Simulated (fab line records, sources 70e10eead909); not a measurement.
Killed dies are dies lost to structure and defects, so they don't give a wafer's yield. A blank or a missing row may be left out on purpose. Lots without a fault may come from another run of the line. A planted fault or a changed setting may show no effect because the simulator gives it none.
A struck lot beside a sound one | flow nand_harc | 14 steps out of a route of 1159
Sound: wafers L511.1, L511.2, L511.4. Struck: wafers L523.2, L523.4, L523.5. The cause comes at the end.
At each step with rows: each side's tool, then ch and its chambers, then its first start. Under that, the readings that differ: sound wafers | struck wafers | difference of the means | sigmas: that difference in standard deviations of wafers without a fault.
alike: readings whose means differ by less than 2 such deviations, and words and numbers that are the same on both sides. not compared: withheld readings, readings that some wafer has no value for, bounds like >300 that may hide the same value, and numbers for which the record gives no deviation and whose values overlap.
The two part at a step that has a row with sigmas, a row that says differs or no value, or rows on one side only. Numbers that don't overlap but have no deviation are shown without sigmas and don't part them. A reading that every wafer of one side lacks parts them only if that side has two wafers or more.

NHARC_A_WL_FILL_CVD_03: deposits W, target thk 40 nm, time 3302 s.
  sound on cvd_w-02 ch 0,1, day 15 18:37; struck on cvd_w-02 ch 1, day 18 17:16
  alike: chamber_pressure_Torr, heater_power_outer_w, heater_power_w, throttle_valve_pct
then, 1 step without rows for these wafers: NHARC_A_WL_FILL_ETCHBACK_04 (etches the open film in NF3, target depth 60 nm, time 120 s).
NHARC_A_WL_FILL_ETCHBACK_05: etches the open film in Cl2/BCl3, target depth 22 nm, time 60 s.
  sound on rie_metal-02 ch 0,1, day 15 22:11; struck on rie_metal-03 ch 0,1, day 18 20:50
  reading          | sound          | struck         | difference | sigmas
  run_length_s (s) | 82.0 81.5 82.3 | 81.5 81.0 81.0 | -0.8       | -2
  alike: drypump_motor_current_A, oes_product_au
  not compared: rf_hours_counter_h
NHARC_A_WL_FILL_STRIP_27: strips in N2/H2, time 20 s.
  sound on plasma_asher-01 ch 0,1, day 15 22:19; struck on plasma_asher-01 ch 0,1, day 18 21:03
  alike: drypump_motor_current_A, heater_power_w
  not compared: rf_hours_counter_h
then, 5 steps without rows for these wafers: NHARC_A_WL_FILL_STRIP_28 (strips in post etch residue remover, time 1200 s); NHARC_A_WL_FILL_PRECLEAN_06 (cleans in DIW, time 300 s); NHARC_A_WL_FILL_SRD_07; NHARC_A_WL_FILL_ANNEAL_08 (time 1800 s); NHARC_A_WL_FILL_ALD_10 (deposits SiO2, target thk 50 nm, pulse time 10 s, ald cycles 500).
NHARC_A_WL_FILL_ETCHBACK_16: etches the open film in C4F8/O2/Ar, target depth 88 nm, time 17.6 s.
  sound on rie_diel-13 ch 0,1,3; struck on rie_diel-13 ch 1,3
  alike: bias_w, oes_product_au, rf_fwd_power_W, rf_vpp_V, run_length_s
  not compared: rf_hours_counter_h
NHARC_A_WL_FILL_STRIP_29: strips in O2, time 20 s.
  sound on rie_diel-13 ch 0,1,3, day 16 07:28; struck on rie_diel-13 ch 0,2,3, day 19 07:07
  alike: drypump_motor_current_A, oes_product_au, rf_vpp_V, showerhead_plenum_p_Torr, throttle_valve_pct
  not compared: rf_hours_counter_h
NHARC_A_WL_FILL_ETCHBACK_17: etches the open film in Cl2/BCl3, target depth 4 nm, time 26.7 s.
  sound on rie_metal-01 ch 0,1, day 16 07:34; struck on rie_metal-02 ch 0,1, day 19 07:12
  reading          | sound          | struck         | difference | sigmas
  run_length_s (s) | 47.6 47.9 47.9 | 38.4 38.4 38.1 | -9.5       | -24
  alike: drypump_motor_current_A, oes_product_au
  not compared: rf_hours_counter_h
then, 2 steps without rows for these wafers: NHARC_A_WL_FILL_PRECLEAN_18 (cleans in dHF, time 30 s); NHARC_END_SORT_01.

WHERE THEY PART
First at NHARC_A_WL_FILL_ETCHBACK_05; last, within this record, at NHARC_A_WL_FILL_ETCHBACK_17.

WHY: what the simulator had put in
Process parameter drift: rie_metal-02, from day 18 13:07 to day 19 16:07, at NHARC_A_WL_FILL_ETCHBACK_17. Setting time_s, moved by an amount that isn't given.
